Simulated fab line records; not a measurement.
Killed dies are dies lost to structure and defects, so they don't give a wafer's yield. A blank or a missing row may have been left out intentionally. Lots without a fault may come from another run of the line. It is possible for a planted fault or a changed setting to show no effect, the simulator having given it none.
A struck lot beside a sound one | flow nand-harc | 17 out of 1159 route steps
Sound: the wafers L462.2, L462.4, L462.5. Struck: wafer L470.2 (left out: L470.3, L470.6 of the same lot, which were not struck); the cause appears at the end.
Each step with rows lists, per side, the tool, then ch with its chambers, then its first start. Under that, the readings that differ: sound wafers | struck wafers | difference of the means | sigmas: that difference in standard deviations of wafers without a fault.
alike: readings with means less than 2 such deviations apart, plus words and numbers identical on both sides. not compared: withheld readings, readings lacking a value on some wafer, bounds such as >300 that could conceal the same value, and numbers that have no deviation in the record and whose values overlap.
A row with sigmas, a row that says differs or no value, or rows on one side alone: a step with any of these is where the two part. When numbers do not overlap yet have no deviation, they are printed without sigmas and do not part them. A reading missing from all wafers of one side parts the sides only when that side holds two or more wafers.

NHARC_P_M2_INSPECT_11:
  sound on defect-inspect-01, day 9 09:01; struck on defect-inspect-01, day 10 15:53
  reading          | sound | struck | difference | sigmas
  raw-defect-count | 2 1 3 | 9      | +7         | +3
NHARC_P_M2_DESCUM_14: chemistry O2, time 3 s.
  sound on rie-diel-04 ch 1,2,3, day 9 09:05; struck on rie-diel-04 ch 0, day 10 15:56
  reading             | sound             | struck | difference | sigmas
  o2-flow-sccm (sccm) | 200.1 199.7 200.1 | 198.6  | -1.4       | -2
  alike: drypump-motor-current-A, oes-product-au, rf-vpp-V, showerhead-plenum-p-Torr, throttle-valve-pct
  not compared: rf-hours-counter-h
then, 2 steps without rows for these wafers: NHARC_P_M2_ETCH_35 (etches the open film in N2/H2, target depth 40 nm, overetch 12 nm, time 43.94 s); NHARC_P_M2_ETCH_15 (etches the open film in C4F8/Ar, target depth 182.5 nm, time 91.2 s).
NHARC_P_M2_CD_MEAS_16:
  sound on cd-sem-03, day 9 09:23; struck on cd-sem-03, day 10 16:15
  alike: cd-nm
NHARC_P_M2_STRIP_18: strips in N2/H2.
  sound on rie-diel-07 ch 0,2,3, day 9 09:29; struck on rie-diel-01 ch 1, day 10 16:19
  alike: drypump-motor-current-A, oes-product-au, rf-vpp-V, showerhead-plenum-p-Torr, throttle-valve-pct
  not compared: rf-hours-counter-h
NHARC_P_M2_ETCH_28: etches the open film in CF4/N2, target depth 30 nm, time 72.99 s.
  sound on rie-diel-07 ch 0,1,2; struck on rie-diel-01 ch 1
  reading                | sound                | struck | difference | sigmas
  throttle-valve-pct (%) | 19.783 19.779 19.796 | 19.809 | +0.023     | +3
  alike: bias-w, drypump-motor-current-A, oes-product-au, rf-vpp-V, showerhead-plenum-p-Torr
  not compared: rf-hours-counter-h
then, 3 steps without rows for these wafers: NHARC_P_M2_STRIP_19 (strips in post etch residue remover, time 600 s); NHARC_P_M2_DEGAS_29 (time 60 s); NHARC_P_M2_PRE_CLEAN_30 (time 30 s).
NHARC_P_M2_PVD_20: deposits TaN, target thk 5 nm, time 8.06 s.
  sound on pvd-sputter-03; struck on pvd-sputter-03
  alike: throttle-valve-pct
NHARC_P_M2_PVD_21: deposits Cu, target thk 30 nm, time 20.49 s.
  sound on pvd-sputter-03; struck on pvd-sputter-03
  alike: throttle-valve-pct
NHARC_P_M2_ECD_22: material Cu, target thk 400 nm.
  sound on ecd-cu-01 ch 0,1, day 9 10:28; struck on ecd-cu-02 ch 0, day 10 17:20
  alike: bath-heat-duty-pct
then, 1 step without rows for these wafers: NHARC_P_M2_ANNEAL_31 (time 90 s).
NHARC_P_M2_CMP_23: polishes, t overpolish 20 s, target thk 144.3 nm.
  sound on cmp-03 ch 0,2,3, day 9 11:13; struck on cmp-03 ch 1, day 10 18:02
  reading                | sound          | struck | difference | sigmas
  time-to-endpoint-s (s) | 24.4 24.7 23.8 | 39.7   | +15.4      | +6
  alike: motor-current-A, slurry-flow-ml-min
NHARC_P_M2_THK_MEAS_24: measures by xrf.
  sound on film-metro-02, day 9 11:30; struck on film-metro-01, day 10 18:22
  alike: thk-nm
-- the record jumps here: 13 days lie between the struck wafers' starts before and after (it left off in module P_M2 and takes up again in module END, whose first step shown is number 1159 of the route) --
NHARC_END_SORT_01:
  sound on prober-01 ch 0, day 22 22:03; struck on prober-01 ch 0, day 24 00:44
  reading             | sound       | struck | difference | sigmas
  killed-at-periphery | 1 1 2       | 8      | +7         | +3
  sort_bin_3_pct (%)  | 0.30 0.15 0 | 0.59   | +0.44      | +2
  alike: defect-limited-yield, killed-at-array, killed-at-other, killed-dies, killed-open, killed-short, sort_bin_2_pct, sort_bin_4_pct, sort-n-pass, sort-rim-yield-pct, sort-yield-pct

## WHERE THEY PART
Earliest at NHARC_P_M2_INSPECT_11; latest, in this record, at NHARC_END_SORT_01.

WHY: the cause the simulator had injected
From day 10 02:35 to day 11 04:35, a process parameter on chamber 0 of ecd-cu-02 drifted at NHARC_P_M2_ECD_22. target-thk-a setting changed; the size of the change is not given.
